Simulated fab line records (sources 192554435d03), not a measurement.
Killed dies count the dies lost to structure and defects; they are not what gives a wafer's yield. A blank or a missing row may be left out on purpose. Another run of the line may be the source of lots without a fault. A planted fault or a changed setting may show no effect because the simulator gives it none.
A struck lot beside a sound one || flow n5 finfet || 16 out of 1938 route steps
Sound: wafers L972.3, L972.4, L972.5. Struck: wafer L988.4. (L988.3, L988.5 of the same lot were not struck and are left out.) The cause comes at the end.
For every step that has rows: the tool of each side, followed by ch and its chambers, followed by its first start. Under that, the readings that differ: sound wafers || struck wafers || difference of the means || sigmas: that difference in standard deviations of wafers without a fault.
alike: same words and numbers on both sides, and readings whose means sit less than 2 such deviations apart. not compared: any withheld reading, any reading some wafer has no value for, any bound like >300 that may hide the same value, and any number with overlapping values for which the record gives no deviation.
Wherever a step has rows on one side only, a row that says differs or no value, or a row with sigmas, the two part there. Numbers that don't overlap but have no deviation are shown without sigmas and don't part them. A reading that every wafer of one side lacks parts them only if that side has two wafers or more.

first, 4 steps without rows for these wafers: N5_SDB_SOFTBAKE_06 (time 60 s); N5_SDB_EXPOSE_08 (exposes mask SDB); N5_SDB_PEB_09 (peb time 60 s); N5_SDB_DEVELOP_10 (develop time 30 s).
N5_SDB_CD_MEAS_11 targets a cd of 50 nm.
  sound on cd sem-01 ch 0, day 5 08:02; struck on cd sem-01 ch 0, day 9 12:13
  alike: cd nm
N5_SDB_OVL_MEAS_12:
  sound on overlay-02 ch 0, day 5 08:04; struck on overlay-01 ch 0, day 9 12:14
  alike: SDB_OVL
N5_SDB_INSPECT_13: inspects for defects (brightfield).
  sound on defect inspect-01, day 5 08:05; struck on defect inspect-01, day 9 12:16
  alike: raw defect count
N5_SDB_DESCUM_16: chemistry O2, time 7.9 s.
  sound on rie diel-03 ch 0,2,3, day 5 08:07; struck on rie diel-01 ch 0, day 9 12:28
{"reading": "oes product au (a.u.)", "sound": "0.72 0.71 0.73", "struck": 0.88, "difference": "+0.16", "sigmas": "+3"}
{"reading": "showerhead plenum p Torr (Torr)", "sound": "2.06 2.16 2.09", "struck": 2.21, "difference": "+0.11", "sigmas": "+2"}
  alike: bias power w, drypump motor current A, rf vpp V, throttle valve pct
  not compared: rf hours counter h
N5_SDB_ETCH_17: etches SiARC in CF4, target depth 23.4 nm, time 39 s.
  sound on rie diel-03 ch 0,2,3, day 5 08:10; struck on rie diel-01 ch 0, day 9 12:31
{"reading": "oes product au (a.u.)", "sound": "0.61 0.60 0.62", "struck": 0.74, "difference": "+0.13", "sigmas": "+3"}
{"reading": "showerhead plenum p Torr (Torr)", "sound": "2.12 2.21 2.13", "struck": 2.27, "difference": "+0.12", "sigmas": "+2"}
  alike: drypump motor current A, etch rf on time s, rf vpp V, throttle valve pct
  not compared: rf hours counter h
N5_SDB_ETCH_18: etches SOC in N2/H2, target depth 100 nm, overetch 20 nm, time 150 s.
  sound on rie diel-03 ch 0,2,3, day 5 08:11; struck on rie diel-01 ch 0, day 9 12:32
{"reading": "oes product au (a.u.)", "sound": "0.64 0.63 0.66", "struck": 0.77, "difference": "+0.13", "sigmas": "+2"}
{"reading": "showerhead plenum p Torr (Torr)", "sound": "2.52 2.63 2.55", "struck": 2.69, "difference": "+0.12", "sigmas": "+2"}
  alike: drypump motor current A, rf vpp V, throttle valve pct
  not compared: rf hours counter h
then, 1 step without rows for these wafers: N5_SDB_STRIP_19 (strips in N2/H2).
N5_SDB_STRIP_21: strips in CF4.
  sound on rie diel-03 ch 0,2,3, day 5 08:20; struck on rie diel-01 ch 0, day 9 12:41
{"reading": "oes product au (a.u.)", "sound": "0.71 0.70 0.73", "struck": 0.86, "difference": "+0.15", "sigmas": "+3"}
{"reading": "showerhead plenum p Torr (Torr)", "sound": "1.78 1.85 1.79", "struck": 1.90, "difference": "+0.09", "sigmas": "+2"}
  alike: bias power w, drypump motor current A, rf vpp V, throttle valve pct
  not compared: rf hours counter h
N5_SDB_HM_OPEN_20: chemistry CH3F/O2, target SiNx, stops on poly-Si, target depth 24 nm.
  sound on rie diel-03 ch 0,2,3, day 5 08:21; struck on rie diel-01 ch 0, day 9 12:42
{"reading": "over etch frac", "sound": "0.4 0.4 0.4", "struck": 0.76633, "difference": "+0.36633", "sigmas": ""}
{"reading": "rf vpp V (V)", "sound": "300 293 296", "struck": 304, "difference": "+8", "sigmas": "+2"}
{"reading": "showerhead plenum p Torr (Torr)", "sound": "1.97 2.06 1.99", "struck": 2.12, "difference": "+0.11", "sigmas": "+2"}
{"reading": "model.SOC_of_SDB_COAT_03.thk nm (nm)", "sound": "84.2 84.4 84.6", "struck": 79.6, "difference": -4.8, "sigmas": ""}
  alike: drypump motor current A, oes product au, throttle valve pct
  not compared: rf hours counter h
N5_SDB_STRIP_22: strips in N2/H2.
  sound on plasma asher-01 ch 0,1, day 5 08:28; struck on plasma asher-02 ch 1, day 9 12:49
{"reading": "strip time to endpoint s (s)", "sound": "96.39 96.51 96.82", "struck": 92.08, "difference": -4.49, "sigmas": -16}
  alike: drypump motor current A, heater power w, oes product au
  not compared: rf hours counter h
then, 1 step without rows for these wafers: N5_SDB_PRECLEAN_23 (cleans in dHF, time 30 s).
-- the record jumps here: 4 days lie between the struck wafers' starts before and after (it left off in module SDB and takes up again in module BEOL_M4, whose first step shown is number 1111 of the route) --
N5_BEOL_M4_RC_MEAS_101:
  sound on prober-01 ch 0, day 9 11:58; struck on prober-02 ch 0, day 13 15:06
{"reading": "SS_N (mV/dec)", "sound": "71.6 70.7 71.2", "struck": 72.1, "difference": "+0.9", "sigmas": "+2"}
  alike: DIBL_N, DIBL_P, IOFF_N, IOFF_P, ION_N, ION_P, SS_P, VT_N, VT_P

== WHERE THEY PART ==
Last at N5_BEOL_M4_RC_MEAS_101 as far as this record goes, first at N5_SDB_DESCUM_16.

WHY: what had been put in by the simulator
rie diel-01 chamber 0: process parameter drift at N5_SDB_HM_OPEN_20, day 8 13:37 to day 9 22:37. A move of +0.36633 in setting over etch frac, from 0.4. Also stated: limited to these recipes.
